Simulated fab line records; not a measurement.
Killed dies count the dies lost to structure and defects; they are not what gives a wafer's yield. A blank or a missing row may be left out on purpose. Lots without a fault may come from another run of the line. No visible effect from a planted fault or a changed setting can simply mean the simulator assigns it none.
Matching of chambers / flow n5Finfet / 4 sister chambers for N5_BEOL_M8_ALD_77 on aldMetal-03
The step deposits TaN, target thk 2 nm, pulse time 2 s, purge time 3 s. 14 wafers are shown with their chamber, then 7 later ones without.

## WAFERS, EACH WITH ITS CHAMBER
wafer=L075.1; chamber=1; heaterPowerW (W)=460
wafer=L075.4; chamber=0; heaterPowerW (W)=398
wafer=L075.5; chamber=1; heaterPowerW (W)=450
wafer=L079.1; chamber=2; heaterPowerW (W)=451
wafer=L079.3; chamber=1; heaterPowerW (W)=459
wafer=L079.5; chamber=0; heaterPowerW (W)=401
wafer=L081.1; chamber=1; heaterPowerW (W)=457
wafer=L081.3; chamber=3; heaterPowerW (W)=451
wafer=L081.6; chamber=2; heaterPowerW (W)=442
wafer=L082.2; chamber=3; heaterPowerW (W)=434
wafer=L082.3; chamber=2; heaterPowerW (W)=447
wafer=L082.6; chamber=2; heaterPowerW (W)=450
wafer=L084.1; chamber=1; heaterPowerW (W)=446
wafer=L084.2; chamber=2; heaterPowerW (W)=446

SIGNATURES (means of the wafers above)
reading=heaterPowerW; chamber 0=399.50; chamber 1=454.40; chamber 2=447.20; chamber 3=442.50; scatter within a chamber=5.91
Rule: for a wafer and a chamber, the distance is found by dividing, reading by reading, the gap between the wafer's reading and the chamber's mean by the reading's scatter, squaring, summing and taking the root. The wafer belongs to the nearest chamber; if the next one is less than 2 further off, it can't be placed. The scatter is the square root of a quotient: the sum, over the shown wafers, of each reading's squared deviation from its chamber's mean, divided by wafers minus chambers.

## WAFERS MISSING THEIR CHAMBER
wafer=L084.5; heaterPowerW (W)=440
wafer=L085.2; heaterPowerW (W)=446
wafer=L085.5; heaterPowerW (W)=465
wafer=L085.6; heaterPowerW (W)=442
wafer=L097.1; heaterPowerW (W)=466
wafer=L097.4; heaterPowerW (W)=396
wafer=L097.6; heaterPowerW (W)=451

## EACH ONE'S CHAMBER
wafer=L084.5; from the rows above=can't be placed: 3 or 2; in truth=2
wafer=L085.2; from the rows above=can't be placed: 2 or 3 or 1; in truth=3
wafer=L085.5; from the rows above=can't be placed: 1 or 2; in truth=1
wafer=L085.6; from the rows above=can't be placed: 3 or 2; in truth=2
wafer=L097.1; from the rows above=can't be placed: 1 or 2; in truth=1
wafer=L097.4; from the rows above=0; in truth=0
wafer=L097.6; from the rows above=can't be placed: 1 or 2 or 3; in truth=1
Correctly placed: 1 of 7. Unplaceable from these rows: 6, with the true chamber sitting among the candidates in 6. 0 placed wrongly.
